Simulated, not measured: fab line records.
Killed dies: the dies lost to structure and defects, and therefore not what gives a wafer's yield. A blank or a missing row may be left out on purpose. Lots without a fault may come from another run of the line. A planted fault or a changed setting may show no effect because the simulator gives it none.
Code-filled problem report in 8D (eight disciplines) form || flow nandHarc || the parts of the form that need people (team, actions taken, sign-off) are left out

1. THE PROBLEM
Mean of rawDefectCount at NHARC_P_GATE_INSPECT_68: 768 across 6 wafers in 2 lots; on wafers with no fault it is 214 (standard deviation 84). That is +6.6 standard deviations from the usual mean.
First observed at day 9 11:55: wafer L945.2, on defectInspect-02. The record holds 36 wafers of 12 lots with a number at this step. By rule, "out" or "out of limits" means more than 4 standard deviations away from the usual mean. Any other wafer with a number is counted as sound.

2. WHAT IT IS; WHAT IT IS NOT
{"question": "which readings at this step", "is": "rawDefectCount", "is not": "-"}
{"question": "which lots", "is": "L945, L947", "is not": "L936, L937, L939, L940, L942, L953, L954, L955, L957, L958"}
{"question": "which wafers of those lots", "is": "all that have a number", "is not": "-"}
{"question": "read on which gauges", "is": "defectInspect-01, defectInspect-02", "is not": "-"}
{"question": "when", "is": "from day 9 11:55", "is not": "up to then (15 sound wafers); but 15 sound wafers of L953, L954, L955, L957, L958 came after"}

3. SUSPECTS, AND WHAT RULES EACH OUT
Counting: a tool at any process step up to the reading remains a suspect when it ran all the lots that are out and ran no sound lot after the first of those.
- the gauge at NHARC_P_GATE_INSPECT_68: ruled out. 2 gauges (defectInspect-01, defectInspect-02) read the wafers that are out.
- plasmaAsher-01 at NHARC_P_GATE_STRIP_111 (strips in N2/H2, time 250 s): ruled out as a lasting fault. The sound lots L953, L957 went through it after L945, its earliest lot that is out (day 9 06:04).
Left after counting: nothing in the record.

4. THE CAUSE (what the simulator had put in)
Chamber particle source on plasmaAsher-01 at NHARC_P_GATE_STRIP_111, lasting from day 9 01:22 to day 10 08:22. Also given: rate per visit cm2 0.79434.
It was ruled out by counting, in error; the rule expects a fault to strike all lots run on its tool from its start on, and this fault did not.

5. THE CHAIN OF EFFECTS, in route order
Rows list readings where the struck wafers' mean (over those with a number) sits beyond 3 standard deviations from the usual. Readings are gone through only where the record gives a usual standard deviation; hours: the median, over the lots, of the time from a lot's start at the first step in this table giving one to that lot's start at this step; sigmas: the change measured in usual standard deviations.
{"hours": 0, "step": "NHARC_P_GATE_INSPECT_68", "reading": "rawDefectCount", "usual": 214, "on struck wafers": 768, "change": "+554", "sigmas": "+6.6"}
{"hours": 435, "step": "NHARC_END_SORT_01", "reading": "killedAtPeriphery", "usual": 4.0, "on struck wafers": 81.3, "change": "+77.3", "sigmas": "+30"}
{"hours": 435, "step": "NHARC_END_SORT_01", "reading": "killedDies", "usual": 62, "on struck wafers": 135, "change": "+73", "sigmas": "+3.8"}
At these later measuring or inspecting steps, every struck wafer for which the step has a row has a number for every such reading, and none has moved that far: NHARC_P_CONTACT_CD_MEAS_12.

6. WHAT WOULD HAVE CAUGHT IT SOONER
In this record the first reading out of limits at a measuring or inspecting step was taken at day 9 11:55, 11 hours after the fault began at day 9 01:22.
Tool readings at NHARC_P_GATE_STRIP_111 with a usual standard deviation given in the record: none out on any struck wafer, hence no alarm at a limit of 4 standard deviations on them.
